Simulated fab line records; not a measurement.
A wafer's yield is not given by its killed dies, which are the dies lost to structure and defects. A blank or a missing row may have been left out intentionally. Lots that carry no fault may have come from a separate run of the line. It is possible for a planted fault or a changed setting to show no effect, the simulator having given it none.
Chamber matching    flow nandHarc    NHARC_P_CONTACT_ALD_22 on aldMetal-04 has 4 sister chambers
The step deposits TiN, target thk 3 nm, pulse time 1 s, ald cycles 150. 18 wafers are shown with their chamber, then 9 later ones without.

## EACH WAFER AND ITS CHAMBER
wafer   chamber  heaterPowerOuterW (W)  heaterPowerW (W)  susceptorTempC (C)
L077.3  3        838                    1254              449.69
L077.4  2        690                    1175              449.83
L077.6  1        744                    1103              450.18
L078.3  0        691                    1093              449.67
L078.4  1        731                    1057              449.74
L078.5  3        817                    1283              449.84
L081.1  2        709                    1129              449.83
L081.4  3        812                    1244              450.04
L081.6  2        714                    1158              449.70
L083.2  2        722                    1138              450.05
L083.4  3        829                    1293              449.80
L083.5  1        740                    1083              450.33
L086.1  3        838                    1275              450.10
L086.2  2        708                    1158              450.28
L086.4  1        741                    1103              449.97
L085.1  3        817                    1264              449.88
L085.3  0        679                    1099              449.74
L085.6  0        670                    1082              450.19

SIGNATURES (averages over the wafers above)
reading            chamber 0  chamber 1  chamber 2  chamber 3  scatter within a chamber
heaterPowerOuterW  680.00     739.00     708.60     825.17     10.4
heaterPowerW       1091.33    1086.50    1151.60    1268.83    18.1
susceptorTempC     449.8667   450.0550   449.9380   449.8917   0.221
Rule: a wafer lies at a distance from a chamber equal to the root of the sum of squares, over the readings, of (its reading less the chamber's mean, divided by the reading's scatter). If the next closest chamber is less than 2 further off than the closest, the wafer can't be placed; otherwise it belongs to the closest. The scatter: the root of (the sum of the squares of (reading less its chamber's mean) over the shown wafers, divided by (wafers less chambers)).

## WAFERS WITHOUT THEIR CHAMBER
wafer   heaterPowerOuterW (W)  heaterPowerW (W)  susceptorTempC (C)
L089.1  822                    1271              450.26
L089.4  747                    1052              450.46
L089.5  720                    1132              449.59
L092.2  686                    1133              450.21
L092.3  739                    1074              449.38
L092.6  734                    1072              449.46
L095.2  709                    1177              450.25
L095.5  742                    1233              450.03
L095.6  791                    1200              449.90

## EACH ONE'S CHAMBER
wafer    from the rows above       in truth
L089.1   3                         3
L089.4   1                         1
L089.5   can't be placed: 2 or 1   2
L092.2   can't be placed: 2 or 0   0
L092.3   1                         1
L092.6   1                         1
L095.2   2                         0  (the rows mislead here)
L095.5   2                         2
L095.6   3                         3
Correctly placed: 6 of 9. Cannot be placed on the basis of these rows: 2; the candidates contain the true chamber in 2. 1 placed wrongly.
